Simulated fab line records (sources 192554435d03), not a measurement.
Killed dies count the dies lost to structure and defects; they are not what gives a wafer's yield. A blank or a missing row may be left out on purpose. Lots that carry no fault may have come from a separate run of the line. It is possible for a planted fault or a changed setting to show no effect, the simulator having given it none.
Chamber matching ; flow n5Finfet ; N5_HKMG_FIN_ALD_91 on aldMetal-04 has 4 sister chambers
The step deposits TiN, target thk 1 nm, pulse time 1 s, purge time 3 s. 4 wafers are shown with their chamber, then 10 later ones without.

WAFERS PAIRED WITH THEIR CHAMBERS
wafer;chamber;heaterPowerW (W)
L081.3;2;890
L083.6;0;1022
L090.1;3;979
L090.5;1;781

WAFERS WHOSE CHAMBER IS MISSING
wafer;heaterPowerW (W)
L090.6;896
L091.1;904
L091.3;971
L091.6;790
L094.2;891
L094.5;987
L094.6;786
L096.4;985
L096.5;984
L096.6;965

THE CHAMBER EACH PASSED THROUGH
wafer;from the rows above;in truth
L090.6;2;2
L091.1;2;2
L091.3;3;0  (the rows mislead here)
L091.6;1;1
L094.2;2;2
L094.5;3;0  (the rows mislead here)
L094.6;1;1
L096.4;3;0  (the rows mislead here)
L096.5;3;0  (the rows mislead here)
L096.6;3;3
6 of 10 placed correctly. From these rows, 0 cannot be placed. Wrongly placed: 4.
How it was worked out, from the rows above alone: a wafer's distance from a chamber is the root of the sum, over the readings, of the square of ((its reading less the chamber's mean) divided by the reading's scatter). The wafer belongs to the nearest chamber; if the next one is less than 2 further off, it can't be placed. Each chamber's mean is taken over the wafers shown for it. The scatter: root of mean squared gap, hidden wafer to nearest shown wafer, with one shown wafer a chamber.
